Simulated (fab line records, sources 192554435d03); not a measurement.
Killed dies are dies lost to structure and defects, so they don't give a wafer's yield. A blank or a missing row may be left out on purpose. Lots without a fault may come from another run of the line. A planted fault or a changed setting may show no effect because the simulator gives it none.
fab line records | flow n5_finfet
record lots=24 wafers=72 last_day=17
route steps=1938 shown BEOL_M13@1670
lots that met no fault: from a run of the same line without faults
start_h: hours from the record's first day to the start of the lot's first wafer shown | wait_h: hours since the lot's step before | " the same as in the row above | L1.1+2: a row that stands for several wafers | - no value, or no start given | * or withheld: withheld | < > ~ a bound
route shown NAME@n: a module of which the file shows steps, and the number in the route of the first | usual: mean/standard deviation of fault-free wafers | same: alike in all rows | chamber/n: place in a boat | sites: the reading at each site | _std_site: their standard deviation | _edge_site: outer sites' mean less inner sites' | radius_mm: how far each site lies from the wafer's centre | mask NAME#n: copy n | behind: the tool/chamber that last shaped the wafer | hold: why the lot was held/for how many hours/how that ended | device: the transistor (n, p or np) that didn't switch | end of line: the same wafers' tests at the end of the route | a step without rows: its recipe alone | killed: dies lost to structure and defects at the first sort, not the wafer's yield | map: a wafer's dies, x killed, . not, _ none there
set.NAME: the setting as run; set.NAME@STEP: as run at that earlier step | model.NAME: the simulator's own value behind a step, which no gauge read
steps of the route over a sample of lots; a table a step, a row a wafer
services: from which hour (start_h, from the record's first day; less than 0 if before it) a tool's chamber was out of use, for how many hours, and why
## steps
# step N5_BEOL_M13_OVL_MEAS_11
# recipe points_per_wafer=44
# usual V12_OVL=-1/5.8
# columns lot.wafer tool chamber start_h wait_h V12_OVL[nm]
L074.2 overlay-01 0 231.77 0.0 -5
L074.5 " 0 " " -2
L074.6 " 0 " " -3
L075.1 overlay-01 0 239.81 0.0 -1
L075.2 " 0 " " -4
L075.4 " 0 " " -1
L076.1 overlay-01 0 251.31 0.0 -5
L076.2 " 0 " " -8
L076.4 " 0 " " -5
L077.1 overlay-02 0 256.10 0.0 -12
L077.4 " 0 " " 0
L077.6 " 0 " " -13
L078.1 overlay-02 0 260.61 0.0 -9
L078.3 " 0 " " -4
L078.5 " 0 " " -2
L079.3 overlay-02 0 270.90 0.0 4
L079.4 " 0 " " 5
L079.6 " 0 " " -3
L080.1 overlay-02 0 280.16 0.0 -6
L080.2 " 0 " " 0
L080.6 " 0 " " 0
L082.1 overlay-02 0 283.72 0.0 6
L082.3 " 0 " " 3
L082.6 " 0 " " 5
L081.3 overlay-02 0 284.18 0.0 -1
L081.5 " 0 " " -6
L081.6 " 0 " " -5
L083.2 overlay-01 0 288.37 0.0 5
L083.5 " 0 " " 5
L083.6 " 0 " " 8
L085.2 overlay-02 0 305.60 0.0 -5
L085.4 " 0 " " 7
L085.5 " 0 " " -2
L084.1 overlay-02 0 307.84 0.0 7
L084.2 " 0 " " 3
L084.5 " 0 " " 2
L086.1 overlay-02 0 318.27 0.0 -13
L086.2 " 0 " " -3
L086.6 " 0 " " -3
L088.1 overlay-02 0 330.40 0.0 2
L088.4 " 0 " " 2
L088.5 " 0 " " 1
L087.1 overlay-01 0 330.98 0.0 0
L087.3 " 0 " " -3
L087.4 " 0 " " 2
L089.1 overlay-01 0 333.20 0.0 -2
L089.2 " 0 " " -5
L089.6 " 0 " " -3
L091.2 overlay-02 0 336.98 0.0 0
L091.4 " 0 " " -3
L091.5 " 0 " " -8
L090.1 overlay-01 0 338.89 0.0 9
L090.3 " 0 " " -4
L090.6 " 0 " " 5
L092.2 overlay-02 0 346.28 0.0 1
L092.4 " 0 " " 4
L092.5 " 0 " " 4
L093.1 overlay-02 0 355.35 0.0 -8
L093.4 " 0 " " -7
L093.6 " 0 " " 2
L094.3 overlay-01 0 366.62 0.0 -5
L094.5 " 0 " " 0
L094.6 " 0 " " 5
L096.1 overlay-01 0 371.88 0.0 7
L096.4 " 0 " " 2
L096.5 " 0 " " 11
L095.3 overlay-01 0 372.50 0.0 10
L095.5 " 0 " " 13
L095.6 " 0 " " 5
L097.3 overlay-02 0 378.84 0.0 -6
L097.4 " 0 " " -4
L097.5 " 0 " " -6
# step N5_BEOL_M13_ETCH_59
# recipe chemistry=N2/H2 target=BARC target_depth_a=890 overetch_a=267 time_s=67.9 ion_energy_ev=200 pressure_mtorr=30 source_w=840 bias_w=150 n2_flow_sccm=200 h2_flow_sccm=200
# usual bias_w=150.0/0.44 drypump_motor_current_A=5.7/0.43 oes_product_au=0.66/0.078 rf_vpp_V=524.1/2.4 showerhead_plenum_p_Torr=2.55/0.08 throttle_valve_pct=17.89/0.24
# columns lot.wafer tool chamber start_h wait_h bias_w drypump_motor_current_A oes_product_au rf_hours_counter_h rf_vpp_V showerhead_plenum_p_Torr throttle_valve_pct
L074.2 rie_diel-01 3 231.86 0.0 150.9 5.5 0.60 223 525.8 2.61 17.94
L074.5 " 0 " " 149.9 5.3 0.81 - 526.4 2.60 17.55
L074.6 " 1 " " 149.0 5.6 0.61 - 522.8 2.53 18.18
L075.1 rie_diel-04 2 240.16 0.0 149.5 5.6 0.63 157 524.7 2.56 17.63
L075.2 " 0 " " 150.7 6.5 0.68 120 526.9 2.66 18.13
L075.4 " 1 " " 150.1 6.6 0.61 195 524.4 2.50 17.59
L076.1 rie_diel-01 2 251.40 0.0 150.7 5.5 0.59 243 526.9 2.62 18.20
L076.2 " 3 " " 150.2 5.5 0.59 230 525.8 2.61 17.94
L076.4 " 1 " " 149.8 5.6 0.60 206 521.9 2.53 18.19
L077.1 rie_diel-04 3 256.19 0.0 150.2 5.4 0.73 82 523.1 2.49 17.88
L077.4 " 2 " " 150.0 5.6 0.63 162 524.4 2.55 17.63
L077.6 " 0 " " 149.8 6.6 0.67 - 528.7 2.66 18.14
L078.1 rie_diel-01 2 260.71 0.0 150.0 5.5 0.58 246 526.3 2.62 18.20
L078.3 " 1 " " 150.1 5.6 0.59 209 523.2 2.53 18.20
L078.5 " 2 " " 149.9 5.5 0.59 - 526.0 2.62 18.20
L079.3 rie_diel-05 0 271.00 0.0 149.4 6.1 0.58 236 521.1 2.40 18.05
L079.4 " 1 " " 150.2 5.6 0.65 - 519.2 2.34 17.97
L079.6 " 3 " " 150.0 5.6 0.62 - 519.4 2.42 17.86
L080.1 rie_diel-01 1 280.26 0.0 149.9 5.6 0.60 214 523.1 2.53 18.20
L080.2 " 0 " " 149.4 5.3 0.78 30 526.0 2.59 17.57
L080.6 " 1 " " 149.9 5.6 0.60 - 523.6 2.53 18.21
L082.1 rie_diel-01 1 283.82 0.0 149.7 5.6 0.60 215 524.5 2.53 18.21
L082.3 " 3 " " 150.5 5.5 0.58 239 524.8 2.61 17.94
L082.6 " 3 " " 150.7 5.5 0.59 - 525.7 2.61 17.94
L081.3 rie_diel-04 0 284.27 0.0 150.1 6.5 0.67 132 528.1 2.66 18.17
L081.5 " 3 " " 149.8 5.4 0.71 - 521.8 2.48 17.89
L081.6 " 0 " " 149.7 6.6 0.67 - 527.0 2.66 18.17
L083.2 rie_diel-01 0 288.89 0.0 149.3 5.3 0.77 33 525.9 2.59 17.58
L083.5 " 1 " " 149.3 5.6 0.59 - 522.8 2.53 18.22
L083.6 " 3 " " 150.2 5.5 0.58 - 526.1 2.61 17.94
L085.2 rie_diel-05 1 305.89 0.0 150.5 5.7 0.65 142 518.2 2.33 18.02
L085.4 " 2 " " 149.9 5.5 0.71 69 523.9 2.59 17.60
L085.5 " 3 " " 150.7 5.5 0.61 - 521.3 2.42 17.88
L084.1 rie_diel-01 3 307.94 0.0 149.9 5.5 0.58 249 525.5 2.60 17.98
L084.2 " 0 " " 150.6 5.3 0.76 41 524.4 2.59 17.59
L084.5 " 2 " " 149.6 5.5 0.82 - 525.0 2.62 17.88
L086.1 rie_diel-01 0 318.37 0.0 149.7 5.3 0.77 43 524.9 2.59 17.61
L086.2 " 3 " " 149.9 5.5 0.58 251 525.5 2.60 17.97
L086.6 " 3 " " 149.8 5.5 0.58 - 524.9 2.60 17.95
L088.1 rie_diel-01 1 330.56 0.0 149.7 5.6 0.58 232 522.6 2.52 18.24
L088.4 " 0 " " 149.9 5.3 0.75 47 524.5 2.58 17.61
L088.5 " 2 " " 149.2 5.5 0.80 - 523.8 2.62 17.88
L087.1 rie_diel-04 2 331.07 0.0 149.7 5.6 0.61 182 523.1 2.54 17.67
L087.3 " 1 " " 150.2 6.5 0.59 221 524.7 2.49 17.64
L087.4 " 0 " " 150.0 6.6 0.65 147 526.3 2.65 18.19
L089.1 rie_diel-04 0 333.30 0.0 150.2 6.5 0.66 148 527.6 2.65 18.19
L089.2 " 2 " " 150.1 5.6 0.62 183 525.0 2.54 17.67
L089.6 " 2 " " 150.0 5.6 0.61 - 524.7 2.54 17.66
L091.2 rie_diel-04 2 337.07 0.0 149.3 5.6 0.61 185 523.6 2.54 17.66
L091.4 " 3 " " 149.3 5.4 0.70 106 520.8 2.48 17.92
L091.5 " 1 " " 149.8 6.5 0.59 - 522.6 2.49 17.63
L090.1 rie_diel-01 1 338.98 0.0 149.5 5.6 0.58 235 520.4 2.52 18.24
L090.3 " 2 " " 149.6 5.5 0.79 10 525.5 2.62 17.89
L090.6 " 2 " " 149.6 5.5 0.78 - 526.7 2.62 17.91
L092.2 rie_diel-05 2 346.38 0.0 149.7 5.6 0.70 83 525.7 2.59 17.63
L092.4 " 3 " " 149.5 5.6 0.60 - 521.0 2.41 17.90
L092.5 " 0 " " 150.1 6.0 0.79 - 528.0 2.71 17.57
L093.1 rie_diel-04 1 355.64 0.0 150.3 6.5 0.59 229 523.5 2.49 17.66
L093.4 " 0 " " 150.2 6.6 0.65 155 527.0 2.65 18.21
L093.6 " 1 " " 150.3 6.5 0.59 - 523.0 2.49 17.66
L094.3 rie_diel-05 3 366.71 0.0 149.8 5.5 0.60 248 519.3 2.41 17.92
L094.5 " 3 " " 150.1 5.6 0.60 - 519.8 2.41 17.93
L094.6 " 2 " " 150.1 5.6 0.68 - 523.8 2.58 17.64
L096.1 rie_diel-01 2 371.97 0.0 150.9 5.5 0.76 21 524.5 2.61 17.91
L096.4 " 2 " " 150.8 5.5 0.77 - 525.7 2.61 17.92
L096.5 " 1 " " 150.0 5.6 0.58 - 523.0 2.51 18.26
L095.3 rie_diel-04 0 372.81 0.0 150.5 6.5 0.65 161 526.6 2.65 18.20
L095.5 " 2 " " 150.1 5.6 0.61 - 523.7 2.54 17.70
L095.6 " 1 " " 149.9 6.5 0.59 - 523.1 2.49 17.65
L097.3 rie_diel-04 3 378.96 0.0 150.1 5.4 0.69 119 519.3 2.47 17.95
L097.4 " 0 " " 150.4 6.6 0.65 163 527.8 2.65 18.22
L097.5 " 3 " " 150.3 5.4 0.69 - 520.7 2.47 17.93
# step N5_BEOL_M13_STRIP_64
# recipe chemistry=N2/H2 power_w=1000 temp_c=250 h2_frac=0.65 overash_fraction=0.3 pressure_mtorr=withheld n2_flow_sccm=1750 h2_flow_sccm=3250
# usual drypump_motor_current_A=5.42/0.12 heater_power_w=328/32 oes_product_au=0.715/0.0042 strip_time_to_endpoint_s=31.31/0.089
# columns lot.wafer tool chamber start_h wait_h drypump_motor_current_A heater_power_w oes_product_au rf_hours_counter_h strip_time_to_endpoint_s
L074.2 plasma_asher-02 0 232.21 0.0 5.41 364 0.718 119 31.43
L074.5 " 1 " " 5.47 333 0.719 - 31.42
L074.6 " 0 " " 5.37 358 0.718 - 31.40
L075.1 plasma_asher-01 0 240.54 0.0 5.19 317 0.709 69 31.13
L075.2 " 1 " " 5.62 265 0.713 69 31.18
L075.4 " 1 " " 5.60 272 0.707 - 31.18
L076.1 plasma_asher-02 1 251.75 0.0 5.51 336 0.707 121 31.25
L076.2 " 0 " " 5.40 356 0.714 121 31.17
L076.4 " 1 " " 5.50 329 0.716 - 31.27
L077.1 plasma_asher-02 1 256.54 0.0 5.50 342 0.717 121 31.26
L077.4 " 1 " " 5.51 327 0.711 - 31.22
L077.6 " 1 " " 5.51 328 0.718 - 31.35
L078.1 plasma_asher-02 0 261.05 0.0 5.40 365 0.716 123 31.29
L078.3 " 0 " " 5.39 359 0.712 - 31.23
L078.5 " 1 " " 5.52 339 0.717 - 31.26
L079.3 plasma_asher-02 1 271.36 0.0 5.49 326 0.718 - 31.28
L079.4 " 0 " " 5.40 369 0.713 - 31.25
L079.6 " 0 " " 5.41 356 0.715 - 31.34
L080.1 plasma_asher-02 1 280.61 0.0 5.51 333 0.720 126 31.35
L080.2 " 0 " " 5.40 357 0.712 126 31.35
L080.6 " 1 " " 5.52 333 0.707 - 31.42
L082.1 plasma_asher-01 1 284.16 0.0 5.53 269 0.722 80 31.39
L082.3 " 0 " " 5.20 308 0.719 - 31.32
L082.6 " 0 " " 5.18 307 0.717 - 31.32
L081.3 plasma_asher-01 1 284.63 0.0 5.51 271 0.715 - 31.44
L081.5 " 1 " " 5.58 264 0.720 - 31.28
L081.6 " 0 " " 5.21 316 0.716 - 31.36
L083.2 plasma_asher-02 1 289.24 0.0 5.49 327 0.713 128 31.28
L083.5 " 0 " " 5.40 362 0.716 - 31.33
L083.6 " 1 " " 5.46 338 0.711 - 31.34
L085.2 plasma_asher-02 0 306.24 0.0 5.37 363 0.710 130 31.17
L085.4 " 0 " " 5.37 357 0.723 - 31.18
L085.5 " 0 " " 5.39 358 0.713 - 31.25
L084.1 plasma_asher-01 0 308.28 0.0 5.20 308 0.710 85 31.31
L084.2 " 1 " " 5.58 273 0.718 85 31.26
L084.5 " 1 " " 5.54 270 0.718 - 31.27
L086.1 plasma_asher-02 0 318.71 0.0 5.40 364 0.709 133 31.32
L086.2 " 1 " " 5.49 328 0.709 133 31.41
L086.6 " 0 " " 5.39 365 0.722 - 31.25
L088.1 plasma_asher-02 0 330.94 0.0 5.36 363 0.713 135 31.25
L088.4 " 0 " " 5.36 357 0.720 - 31.25
L088.5 " 1 " " 5.48 336 0.718 - 31.24
L087.1 plasma_asher-02 0 331.42 0.0 5.38 365 0.722 136 31.39
L087.3 " 0 " " 5.39 356 0.717 - 31.47
L087.4 " 1 " " 5.52 339 0.709 - 31.36
L089.1 plasma_asher-01 0 333.64 0.0 5.21 312 0.713 90 31.24
L089.2 " 1 " " 5.59 271 0.717 90 31.33
L089.6 " 1 " " 5.55 263 0.710 - 31.28
L091.2 plasma_asher-02 1 337.43 0.0 5.50 329 0.722 136 31.23
L091.4 " 1 " " 5.52 338 0.716 - 31.22
L091.5 " 0 " " 5.40 367 0.709 - 31.24
L090.1 plasma_asher-01 1 339.33 0.0 5.56 270 0.714 92 31.19
L090.3 " 1 " " 5.54 262 0.718 - 31.25
L090.6 " 0 " " 5.21 315 0.711 - 31.31
L092.2 plasma_asher-02 1 346.73 0.0 5.47 329 0.716 138 31.29
L092.4 " 0 " " 5.40 352 0.716 - 31.33
L092.5 " 1 " " 5.50 333 0.722 - 31.31
L093.1 plasma_asher-02 0 356.01 0.0 5.41 365 0.716 140 31.37
L093.4 " 0 " " 5.39 358 0.715 - 31.36
L093.6 " 0 " " 5.42 365 0.714 - 31.30
L094.3 plasma_asher-02 1 367.08 0.0 5.48 332 0.717 - 31.38
L094.5 " 0 " " 5.40 364 0.720 - 31.31
L094.6 " 1 " " 5.49 334 0.716 - 31.39
L096.1 plasma_asher-02 0 372.32 0.0 5.38 361 0.721 142 31.33
L096.4 " 0 " " 5.37 368 0.719 - 31.31
L096.5 " 0 " " 5.38 362 0.712 - 31.33
L095.3 plasma_asher-01 1 373.18 0.0 5.50 271 0.725 - 31.52
L095.5 " 0 " " 5.17 310 0.712 - 31.44
L095.6 " 1 " " 5.48 266 0.715 - 31.57
L097.3 plasma_asher-01 0 379.50 0.0 5.19 311 0.720 - 31.25
L097.4 " 1 " " 5.56 263 0.718 - 31.24
L097.5 " 0 " " 5.19 312 0.716 - 31.20
# step N5_BEOL_M13_CD_MEAS_28
# recipe target_cd_nm=209.5 landing_energy_ev=500 detector=se_inlens
# usual cd_nm=210.0/1.3
# columns lot.wafer tool chamber start_h wait_h cd_nm
L074.2 cd_sem-02 0 232.68 - 211.8
L074.5 " 0 " " 209.7
L074.6 " 0 " " 210.4
L075.1 cd_sem-01 0 241.01 - 211.3
L075.2 " 0 " " 212.3
L075.4 " 0 " " 210.2
L076.1 cd_sem-02 0 252.26 - 207.5
L076.2 " 0 " " 210.1
L076.4 " 0 " " 209.2
L077.1 cd_sem-03 0 257.01 - 208.9
L077.4 " 0 " " 209.7
L077.6 " 0 " " 210.3
L078.1 cd_sem-02 0 261.65 - 209.3
L078.3 " 0 " " 209.3
L078.5 " 0 " " 209.4
L079.3 cd_sem-02 0 271.95 - 208.0
L079.4 " 0 " " 207.7
L079.6 " 0 " " 207.5
L080.1 cd_sem-01 0 281.08 - 209.8
L080.2 " 0 " " 211.6
L080.6 " 0 " " 210.1
L082.1 cd_sem-01 0 284.64 - 208.8
L082.3 " 0 " " 209.5
L082.6 " 0 " " 208.8
L081.3 cd_sem-02 0 285.22 - 208.0
L081.5 " 0 " " 208.9
L081.6 " 0 " " 209.1
L083.2 cd_sem-01 0 289.84 - 210.1
L083.5 " 0 " " 208.1
L083.6 " 0 " " 208.0
L085.2 cd_sem-02 0 306.72 - 208.9
L085.4 " 0 " " 209.7
L085.5 " 0 " " 209.2
L084.1 cd_sem-01 0 308.88 - 210.3
L084.2 " 0 " " 208.5
L084.5 " 0 " " 210.3
L086.1 cd_sem-02 0 319.31 - 208.4
L086.2 " 0 " " 208.3
L086.6 " 0 " " 209.3
L088.1 cd_sem-02 0 331.41 - 210.4
L088.4 " 0 " " 210.5
L088.5 " 0 " " 209.6
L087.1 cd_sem-01 0 332.02 - 209.2
L087.3 " 0 " " 207.8
L087.4 " 0 " " 209.3
L089.1 cd_sem-01 0 334.24 - 210.7
L089.2 " 0 " " 211.0
L089.6 " 0 " " 210.5
L091.2 cd_sem-01 0 337.90 - 210.3
L091.4 " 0 " " 208.5
L091.5 " 0 " " 209.1
L090.1 cd_sem-02 0 339.81 - 208.6
L090.3 " 0 " " 209.6
L090.6 " 0 " " 208.9
L092.2 cd_sem-01 0 347.21 - 211.2
L092.4 " 0 " " 211.8
L092.5 " 0 " " 209.4
L093.1 cd_sem-01 0 356.61 - 213.2
L093.4 " 0 " " 211.2
L093.6 " 0 " " 211.3
L094.3 cd_sem-01 0 367.53 - 213.6
L094.5 " 0 " " 211.9
L094.6 " 0 " " 211.6
L096.1 cd_sem-03 0 372.79 - 211.1
L096.4 " 0 " " 210.8
L096.5 " 0 " " 210.5
L095.3 cd_sem-03 0 373.64 - 211.3
L095.5 " 0 " " 211.6
L095.6 " 0 " " 212.2
L097.3 cd_sem-02 0 379.95 - 212.6
L097.4 " 0 " " 210.9
L097.5 " 0 " " 211.9
# step N5_BEOL_M13_OCD_MEAS_35
# usual trench_depth_nm=415/5.9
# columns lot.wafer tool chamber start_h wait_h trench_depth_nm
L074.2 ocd-01 - 233.35 0.0 411
L074.5 " - " " 409
L074.6 " - " " 411
L075.1 ocd-02 - 242.06 0.0 415
L075.2 " - " " 415
L075.4 " - " " 415
L076.1 ocd-01 - 252.92 0.0 416
L076.2 " - " " 408
L076.4 " - " " 409
L077.1 ocd-01 - 257.68 0.0 409
L077.4 " - " " 408
L077.6 " - " " 423
L078.1 ocd-02 - 262.35 0.0 418
L078.3 " - " " 405
L078.5 " - " " 405
L079.3 ocd-02 - 272.64 0.0 411
L079.4 " - " " 411
L079.6 " - " " 408
L080.1 ocd-01 - 281.75 0.0 421
L080.2 " - " " 407
L080.6 " - " " 412
L082.1 ocd-02 - 285.53 0.0 404
L082.3 " - " " 411
L082.6 " - " " 411
L081.3 ocd-02 - 285.88 0.0 420
L081.5 " - " " 411
L081.6 " - " " 411
L083.2 ocd-02 - 290.93 0.0 415
L083.5 " - " " 420
L083.6 " - " " 416
L085.2 ocd-01 - 307.39 0.0 416
L085.4 " - " " 412
L085.5 " - " " 410
L084.1 ocd-02 - 309.55 0.0 418
L084.2 " - " " 412
L084.5 " - " " 408
L086.1 ocd-02 - 320.08 0.0 419
L086.2 " - " " 425
L086.6 " - " " 425
L088.1 ocd-02 - 332.38 0.0 413
L088.4 " - " " 424
L088.5 " - " " 418
L087.1 ocd-01 - 333.16 0.0 411
L087.3 " - " " 420
L087.4 " - " " 412
L089.1 ocd-01 - 334.91 0.0 420
L089.2 " - " " 410
L089.6 " - " " 418
L091.2 ocd-02 - 338.57 0.0 420
L091.4 " - " " 421
L091.5 " - " " 422
L090.1 ocd-02 - 340.48 0.0 420
L090.3 " - " " 420
L090.6 " - " " 411
L092.2 ocd-02 - 348.02 0.0 420
L092.4 " - " " 419
L092.5 " - " " 408
L093.1 ocd-02 - 357.27 0.0 412
L093.4 " - " " 416
L093.6 " - " " 419
L094.3 ocd-01 - 368.20 0.0 417
L094.5 " - " " 413
L094.6 " - " " 405
L096.1 ocd-01 - 373.69 0.0 410
L096.4 " - " " 403
L096.5 " - " " 420
L095.3 ocd-01 - 374.34 0.0 426
L095.5 " - " " 425
L095.6 " - " " 422
L097.3 ocd-01 - 380.62 0.0 414
L097.4 " - " " 419
L097.5 " - " " 402
# step N5_BEOL_M13_CMP_49
# recipe stop_on=SiOC t_overpolish_s=17.1 down_force_psi=1 platen_rpm=50 clearing_platen_down_force_psi=1.5 clearing_platen_rpm=50 post_cmp_clean=cu_alkaline target_thk_nm=420 clearing_platen_pad_velocity_m_s=0.99484 pad_velocity_m_s=0.99484
# usual barrier_field_endpoint_s=30.3/0.76 motor_current_A=5.7/0.65 overpolish_run_s=17.102/0.0095 retaining_ring_pressure_frac=1.000/0.0051
# columns lot.wafer tool chamber start_h wait_h barrier_field_endpoint_s motor_current_A overpolish_run_s retaining_ring_pressure_frac
L074.2 cmp-04 3 235.87 0.2 30.6 5.7 17.100 1.008
L074.6 " 3 " " 31.0 6.1 17.108 0.997
L074.5 " 0 " " 28.8 5.0 17.092 1.006
L075.1 cmp-02 0 247.50 0.3 30.2 5.5 17.101 1.003
L075.4 " 1 " " 29.4 5.2 17.108 0.996
L075.2 " 2 " " 30.0 6.9 17.111 0.998
L076.1 cmp-03 2 254.31 0.3 30.3 6.2 17.087 1.000
L076.4 " 3 " " 31.1 5.1 17.086 1.000
L076.2 " 1 " " 30.8 6.3 17.105 0.996
L077.4 cmp-02 0 258.94 0.1 30.0 5.3 17.107 0.995
L077.1 " 2 " " 30.3 6.2 17.092 0.995
L077.6 " 1 " " 30.0 5.3 17.100 1.008
L078.3 cmp-02 1 264.16 0.2 29.1 5.7 17.099 0.997
L078.1 " 3 " " 31.2 5.2 17.106 1.000
L078.5 " 1 " " 29.3 5.3 17.095 0.999
L079.3 cmp-02 2 279.64 0.2 30.0 6.5 17.098 0.999
L079.4 " 0 " " 29.9 5.6 17.121 0.995
L079.6 " 2 " " 29.6 6.4 17.089 0.994
L080.2 cmp-03 3 285.32 0.2 30.7 4.8 17.096 1.000
L080.1 " 1 " " 30.5 5.9 17.107 0.995
L080.6 " 2 " " 30.4 6.1 17.093 1.004
L082.1 cmp-03 3 287.41 0.3 31.6 4.7 17.083 1.009
L082.3 " 0 " " 30.0 5.4 17.120 0.997
L082.6 " 3 " " 30.9 4.6 17.109 0.996
L081.3 cmp-04 1 287.74 0.3 29.9 6.9 17.094 1.008
L081.5 " 3 " " 30.1 5.9 17.090 1.000
L081.6 " 0 " " 30.0 5.1 17.093 1.009
L083.2 cmp-02 1 292.14 0.2 29.2 5.2 17.117 0.997
L083.6 " 0 " " 29.3 5.3 17.092 1.001
L083.5 " 1 " " 28.9 5.2 17.105 0.998
L085.4 cmp-04 3 309.34 0.2 30.7 5.8 17.116 1.001
L085.2 " 1 " " 29.8 7.1 17.093 1.003
L085.5 " 2 " " 30.7 7.2 17.100 1.006
L084.1 cmp-02 1 313.19 0.3 30.2 5.6 17.101 1.000
L084.2 " 2 " " 31.2 6.7 17.125 1.001
L084.5 " 1 " " 29.8 5.2 17.092 0.994
L086.1 cmp-02 0 322.94 0.3 29.8 5.6 17.109 0.991
L086.2 " 3 " " 31.3 5.4 17.100 1.005
L086.6 " 1 " " 29.8 5.2 17.094 0.996
L089.2 cmp-02 3 338.25 0.2 32.5 5.3 17.102 0.996
L089.1 " 0 " " 30.5 5.5 17.101 1.003
L089.6 " 3 " " 32.1 5.3 17.091 1.006
L088.1 cmp-03 3 338.48 0.3 30.3 4.6 17.090 0.994
L088.4 " 2 " " 30.9 6.4 17.097 1.005
L088.5 " 3 " " 30.4 4.7 17.095 0.996
L087.4 cmp-03 3 338.77 0.1 31.4 4.7 17.110 1.006
L087.1 " 1 " " 30.9 5.8 17.085 1.005
L087.3 " 2 " " 30.4 6.0 17.127 0.998
L091.2 cmp-02 2 341.83 0.2 30.7 6.6 17.086 0.999
L091.4 " 3 " " 31.5 5.3 17.087 0.996
L091.5 " 3 " " 31.9 5.1 17.104 0.992
L090.1 cmp-03 3 341.91 0.3 31.7 4.5 17.093 1.002
L090.3 " 1 " " 30.7 6.0 17.095 0.994
L090.6 " 3 " " 30.5 4.8 17.104 0.990
L092.4 cmp-02 0 352.79 0.1 30.8 5.4 17.103 0.987
L092.2 " 2 " " 30.9 6.5 17.104 1.002
L092.5 " 1 " " 29.8 5.3 17.081 0.999
L093.4 cmp-03 1 362.15 0.2 30.4 6.2 17.108 0.999
L093.1 " 3 " " 30.0 5.0 17.109 1.002
L093.6 " 1 " " 30.0 6.0 17.116 1.001
L094.3 cmp-03 0 370.53 0.2 30.3 5.7 17.096 1.004
L094.5 " 3 " " 30.3 4.8 17.116 0.999
L094.6 " 0 " " 30.0 5.3 17.090 0.996
L095.3 cmp-02 2 377.03 0.2 29.2 6.6 17.094 1.003
L095.5 " 0 " " 29.8 5.5 17.105 0.997
L095.6 " 1 " " 29.9 5.1 17.108 1.002
L096.4 cmp-04 1 377.10 0.2 29.6 6.7 17.099 1.003
L096.1 " 3 " " 31.3 5.9 17.094 1.006
L096.5 " 1 " " 30.1 6.6 17.106 1.001
L097.3 cmp-02 1 383.33 0.2 29.1 5.1 17.106 0.995
L097.4 " 2 " " 30.0 6.4 17.100 1.006
L097.5 " 2 " " 30.5 6.2 17.090 1.006
## services
# columns tool chamber start_h hours kind
cmp-03 - 218.22 5.1 pm
rie_diel-04 - 219.11 0.4 repair
cmp-03 - 224.05 0.2 repair
plasma_asher-02 - 228.73 0.9 repair
cmp-03 - 247.08 1.8 repair
rie_diel-05 2 262.35 13.6 repair
cmp-04 - 263.94 6.4 repair
cmp-02 - 272.17 5.4 pm
plasma_asher-02 - 290.24 1.8 repair
rie_diel-05 - 292.60 0.7 repair
cmp-04 - 310.87 5.1 repair
cmp-03 - 315.40 4.0 pm
cmp-02 - 329.36 1.6 repair
rie_diel-01 3 333.67 1.7 repair
cmp-03 - 337.14 0.9 repair
cmp-03 - 338.18 0.2 repair
cmp-03 - 340.69 0.5 repair
rie_diel-01 - 342.24 0.3 repair
rie_diel-01 - 354.16 0.9 repair
cmp-02 - 364.59 1.0 repair
rie_diel-01 0 371.81 12.2 repair
plasma_asher-02 - 377.56 2.8 pm
cmp-03 - 378.27 1.5 repair
cmp-03 - 382.36 1.1 repair
## key
fault none
